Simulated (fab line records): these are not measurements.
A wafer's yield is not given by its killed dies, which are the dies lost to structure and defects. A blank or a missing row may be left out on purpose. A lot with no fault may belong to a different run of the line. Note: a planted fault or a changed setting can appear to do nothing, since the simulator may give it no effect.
Split-lot trial | flow n5-finfet | on a route of 1938 steps: 7 lots, 39 wafers read

## THE SPLIT
At N5_MIM_BOT_ETCH_ETCH_04 (etches SiNx in CF4/O2, target depth 26 nm, time 13 s), the setting time-s was moved away from the recipe's 13 s on 15 of the 39 wafers read, by -54.9% to -36.3%. The other wafers ran this setting at the recipe's value.

## FROM SPLIT TO READING: 1 step shown by the file between the two
- N5_MIM_BOT_ETCH_ETCH_03: etches the open film in Cl2/BCl3, target depth 12 nm

## THE READING
oes-product-au, in a.u., at N5_MIM_BOT_ETCH_ETCH_00 (etches TiN in Cl2/BCl3, target depth 45.5 nm). On this fab line, fault-free wafers typically give 0.72 a.u. with a standard deviation of 0.087 a.u.

wafer  | tool, chamber at the split | time-s as run, s | against the recipe | oes-product-au, a.u. | against lot-mates on the recipe
L075.1 | rie-diel-06, 3             | 13               | recipe             | 0.68                 | -
L075.2 | rie-diel-06, 0             | 13               | recipe             | 0.72                 | -
L075.3 | rie-diel-06, 2             | 13               | recipe             | 0.71                 | -
L075.4 | rie-diel-06, 1             | 13               | recipe             | 0.68                 | -
L075.5 | rie-diel-06, 1             | 13               | recipe             | 0.68                 | -
L075.6 | rie-diel-06, 2             | 13               | recipe             | 0.70                 | -
L078.1 | rie-diel-05, 2             | 13               | recipe             | 0.69                 | -
L078.2 | rie-diel-05, 3             | 6.022            | -53.7%             | 0.27                 | -0.44
L078.3 | rie-diel-05, 1             | 13               | recipe             | 0.72                 | -
L078.4 | rie-diel-05, 0             | 6.022            | -53.7%             | 0.26                 | -0.45
L078.5 | rie-diel-05, 2             | 6.022            | -53.7%             | 0.26                 | -0.45
L078.6 | rie-diel-05, 1             | 13               | recipe             | 0.72                 | -
L080.1 | rie-diel-05, 1             | 13               | recipe             | 0.76                 | -
L080.5 | rie-diel-05, 3             | 13               | recipe             | 0.76                 | -
L080.6 | rie-diel-05, 0             | 13               | recipe             | 0.86                 | -
L081.1 | rie-diel-06, 0             | 8.287            | -36.3%             | 0.63                 | -0.06
L081.2 | rie-diel-06, 1             | 13               | recipe             | 0.68                 | -
L081.3 | rie-diel-06, 2             | 8.287            | -36.3%             | 0.63                 | -0.06
L081.4 | rie-diel-06, 3             | 8.287            | -36.3%             | 0.63                 | -0.06
L081.5 | rie-diel-06, 0             | 13               | recipe             | 0.68                 | -
L081.6 | rie-diel-06, 3             | 13               | recipe             | 0.70                 | -
L083.1 | rie-diel-04, 2             | 5.867            | -54.9%             | 0.25                 | -0.39
L083.2 | rie-diel-04, 3             | 5.867            | -54.9%             | 0.25                 | -0.39
L083.3 | rie-diel-04, 1             | 13               | recipe             | 0.64                 | -
L083.4 | rie-diel-04, 3             | 5.867            | -54.9%             | 0.25                 | -0.39
L083.5 | rie-diel-04, 1             | 13               | recipe             | 0.65                 | -
L083.6 | rie-diel-04, 2             | 13               | recipe             | 0.64                 | -
L091.1 | rie-diel-06, 2             | 6.121            | -52.9%             | 0.25                 | -0.38
L091.2 | rie-diel-06, 3             | 6.121            | -52.9%             | 0.25                 | -0.38
L091.3 | rie-diel-06, 0             | 13               | recipe             | 0.63                 | -
L091.4 | rie-diel-06, 1             | 13               | recipe             | 0.63                 | -
L091.5 | rie-diel-06, 2             | 6.121            | -52.9%             | 0.25                 | -0.38
L091.6 | rie-diel-06, 3             | 13               | recipe             | 0.63                 | -
L093.1 | rie-diel-05, 0             | 13               | recipe             | 0.69                 | -
L093.2 | rie-diel-05, 1             | 7.82             | -39.8%             | 0.51                 | -0.17
L093.3 | rie-diel-05, 2             | 13               | recipe             | 0.67                 | -
L093.4 | rie-diel-05, 2             | 7.82             | -39.8%             | 0.53                 | -0.15
L093.5 | rie-diel-05, 0             | 7.82             | -39.8%             | 0.54                 | -0.14
L093.6 | rie-diel-05, 1             | 13               | recipe             | 0.67                 | -

FIT RESULTS
A straight line over all 39 wafers: oes-product-au changes by +0.00706 a.u. for each +1% of time-s; r = +0.90; the points scatter about the line by 0.081 a.u.
The same after taking each lot's own level away (the mean of its wafers on the recipe; 39 wafers): +0.00657 a.u. for each +1%; r = +0.92; scatter 0.069 a.u.
The reading moves by 0.36 a.u. for the largest change in time-s, on that fit.
From 0.630 to 0.793 a.u.: that is the span of the lots' own levels, equal to 1.9 times the standard deviation above.
The two slopes are in agreement: the lot-to-lot level therefore moves the slope only a little.
Check: with one of the wafers moved furthest among these (-54.9%) left out of the fit, the line predicts -0.346 a.u. for it against its lot-mates. Against them it came out at -0.393 a.u.

## THE WHOLE CHAIN: every reading that the file lists as answering this split, in the file's order
step                    | what it does                                         | reading                                                                    | change (the file's fit)                   | r (the file's)
N5_MIM_BOT_ETCH_ETCH_04 | etches SiNx in CF4/O2, target depth 26 nm, time 13 s | etch.depth-nm (the simulator's own value, which no gauge read)             | +0.258 nm for each +1% of the setting     | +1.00
N5_MIM_BOT_ETCH_ETCH_04 | etches SiNx in CF4/O2, target depth 26 nm, time 13 s | MIM_BOT_ETCH.cd-offset-nm (the simulator's own value, which no gauge read) | -0.0112 nm for each +1% of the setting    | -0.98
N5_MIM_BOT_ETCH_ETCH_03 | etches the open film in Cl2/BCl3, target depth 12 nm | oes-product-au                                                             | +0.00633 a.u. for each +1% of the setting | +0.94
N5_MIM_BOT_ETCH_ETCH_00 | etches TiN in Cl2/BCl3, target depth 45.5 nm         | oes-product-au                                                             | +0.00633 a.u. for each +1% of the setting | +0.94
N5_MIM_BOT_ETCH_ETCH_00 | etches TiN in Cl2/BCl3, target depth 45.5 nm         | MIM_BOT_ETCH.cd-offset-nm (the simulator's own value, which no gauge read) | -0.0125 nm for each +1% of the setting    | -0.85

## THE FILE'S OWN FIT
oes-product-au changes by +0.00633 a.u. for each +1% of time-s, r = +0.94.
